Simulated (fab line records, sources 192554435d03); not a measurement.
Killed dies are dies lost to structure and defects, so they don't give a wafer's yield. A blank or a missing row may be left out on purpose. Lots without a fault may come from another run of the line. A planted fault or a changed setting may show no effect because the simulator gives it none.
Which tool did it? | flow n5_finfet | 24 lots, 72 wafers sampled, at 3 steps of a route of 1938

WHAT THE GAUGES READ, wafer by wafer
N5_BEOL_M9_THK_MEAS_01. Usual: M9_ILD_THK 269 nm, standard deviation 3.4.
lot  | measured     | on            | M9_ILD_THK (nm) | flag
L074 | day 8 22:20  | film_metro-02 | 269 271 270     |
L075 | day 9 18:31  | film_metro-02 | 264 267 269     |
L077 | day 9 23:01  | film_metro-01 | 266 265 270     |
L076 | day 10 01:35 | film_metro-02 | 267 267 269     |
L078 | day 10 11:38 | film_metro-02 | 270 268 271     |
L080 | day 10 19:18 | film_metro-02 | 266 270 267     |
L079 | day 10 21:55 | film_metro-02 | 265 265 268     |
L081 | day 11 00:01 | film_metro-02 | 266 263 270     |
L082 | day 11 13:29 | film_metro-01 | 274 268 274     |
L083 | day 11 16:55 | film_metro-01 | 270 267 270     |
L084 | day 11 17:44 | film_metro-02 | 271 270 278     |
L085 | day 11 22:27 | film_metro-01 | 271 270 271     |
L086 | day 12 23:49 | film_metro-01 | 264 266 270     |
L087 | day 13 00:40 | film_metro-02 | 265 272 273     |
L089 | day 13 09:34 | film_metro-01 | 269 268 268     |
L088 | day 13 09:09 | film_metro-01 | 268 273 274     |
L090 | day 13 15:29 | film_metro-02 | 268 272 274     |
L092 | day 13 23:13 | film_metro-01 | 266 272 266     |
L094 | day 14 00:43 | film_metro-01 | 268 271 276     |
L093 | day 14 07:49 | film_metro-02 | 269 273 273     |
L091 | day 14 11:23 | film_metro-02 | 265 270 272     |
L095 | day 15 03:32 | film_metro-02 | 263 268 270     |
L096 | day 15 11:11 | film_metro-01 | 261 264 268     |
L097 | day 15 21:11 | film_metro-02 | 272 271 274     |

WHICH TOOL RAN EACH LOT (tool, then ch and the chambers of the sampled wafers, then the start)
lot  | N5_BEOL_M8_SURFACE_TREAT_79  | N5_BEOL_M9_CURE_71
L074 | pvd_sputter-02, day 8 20:29  | uv_cure-03 ch 1, day 8 22:03
L075 | pvd_sputter-03, day 9 15:23  | uv_cure-02 ch 1, day 9 18:04
L077 | pvd_sputter-01, day 9 21:10  | uv_cure-01 ch 0, day 9 22:35
L076 | pvd_sputter-03, day 9 23:05  | uv_cure-03 ch 1, day 10 00:36
L078 | pvd_sputter-02, day 10 09:51 | uv_cure-02 ch 0, day 10 11:08
L080 | pvd_sputter-02, day 10 17:28 | uv_cure-02 ch 1, day 10 18:47
L079 | pvd_sputter-01, day 10 18:17 | uv_cure-03 ch 2, day 10 21:28
L081 | pvd_sputter-02, day 10 22:06 | uv_cure-03 ch 0, day 10 23:35
L082 | pvd_sputter-02, day 11 11:39 | uv_cure-01 ch 0, day 11 12:59
L083 | pvd_sputter-02, day 11 15:07 | uv_cure-03 ch 1, day 11 16:25
L084 | pvd_sputter-03, day 11 15:55 | uv_cure-01 ch 2, day 11 17:13
L085 | pvd_sputter-03, day 11 20:26 | uv_cure-02 ch 0, day 11 22:01
L086 | pvd_sputter-03, day 12 21:49 | uv_cure-02 ch 1, day 12 23:18
L087 | pvd_sputter-03, day 12 22:19 | uv_cure-03 ch 1, day 12 23:59
L089 | pvd_sputter-03, day 13 07:03 | uv_cure-03 ch 0, day 13 09:04
L088 | pvd_sputter-03, day 13 07:15 | uv_cure-01 ch 2, day 13 08:48
L090 | pvd_sputter-03, day 13 13:25 | uv_cure-01 ch 0, day 13 15:08
L092 | pvd_sputter-02, day 13 21:07 | uv_cure-02 ch 0, day 13 22:42
L094 | pvd_sputter-01, day 13 22:41 | uv_cure-02 ch 0, day 14 00:13
L093 | pvd_sputter-02, day 14 05:51 | uv_cure-01 ch 0, day 14 07:23
L091 | pvd_sputter-02, day 14 09:14 | uv_cure-01 ch 2, day 14 10:52
L095 | pvd_sputter-02, day 15 01:37 | uv_cure-01 ch 2, day 15 03:02
L096 | pvd_sputter-02, day 15 08:43 | uv_cure-01 ch 1, day 15 10:41
L097 | pvd_sputter-02, day 15 19:19 | uv_cure-01 ch 0, day 15 20:40
- N5_BEOL_M8_SURFACE_TREAT_79
- N5_BEOL_M9_CURE_71: cures SiCOH lowk, time 240 s.

WHAT THE TOOLS THEMSELVES READ (means of the sampled wafers that have a number; where no wafer has one, the mark that the record gives instead)
N5_BEOL_M9_CURE_71. Usual: lamp_power_pct 52.31 %, standard deviation 0.059; wafer_temp_C_max 386.7, standard deviation 0.52.
lot  | tool       | lamp_power_pct (%) | wafer_temp_C_max | flag
L074 | uv_cure-03 | 52.30              | 387.0            |
L075 | uv_cure-02 | 52.35              | 386.4            |
L077 | uv_cure-01 | 52.34              | 386.6            |
L076 | uv_cure-03 | 52.28              | 386.8            |
L078 | uv_cure-02 | 52.24              | 386.0            |
L080 | uv_cure-02 | 52.35              | 386.4            |
L079 | uv_cure-03 | 52.31              | 387.2            |
L081 | uv_cure-03 | 52.33              | 386.0            |
L082 | uv_cure-01 | 52.31              | 386.6            |
L083 | uv_cure-03 | 52.26              | 387.3            |
L084 | uv_cure-01 | 52.35              | 387.8            |
L085 | uv_cure-02 | 52.29              | 386.5            |
L086 | uv_cure-02 | 52.39              | 386.5            |
L087 | uv_cure-03 | 52.19              | 386.8            |
L089 | uv_cure-03 | 52.34              | 386.0            |
L088 | uv_cure-01 | 52.27              | 387.2            |
L090 | uv_cure-01 | 52.38              | 386.5            |
L092 | uv_cure-02 | 52.29              | 386.3            |
L094 | uv_cure-02 | 52.29              | 386.4            |
L093 | uv_cure-01 | 52.32              | 386.8            |
L091 | uv_cure-01 | 52.31              | 387.4            |
L095 | uv_cure-01 | 52.30              | 387.1            |
L096 | uv_cure-01 | 52.29              | 386.4            |
L097 | uv_cure-01 | 52.24              | 386.6            |

THE ANSWER, worked out from the rows above alone
Rule: a lot is off if the mean of its wafers that have a number lies more than 3 standard deviations from the usual mean. A lot without any number at a reading at which 4 lots or more have one is off too. The other lots that the step has rows for count as sound. The gauges are gone through in route order, then the tools' own readings, and for those a lot's mean is taken as printed above. The first step at which some lot is off is used, and at that step the reading that is off furthest; a lot without a number counts as furthest.
No lot is off at any reading shown: from this, nothing can be told.

WHAT THE SIMULATOR HAD PUT IN
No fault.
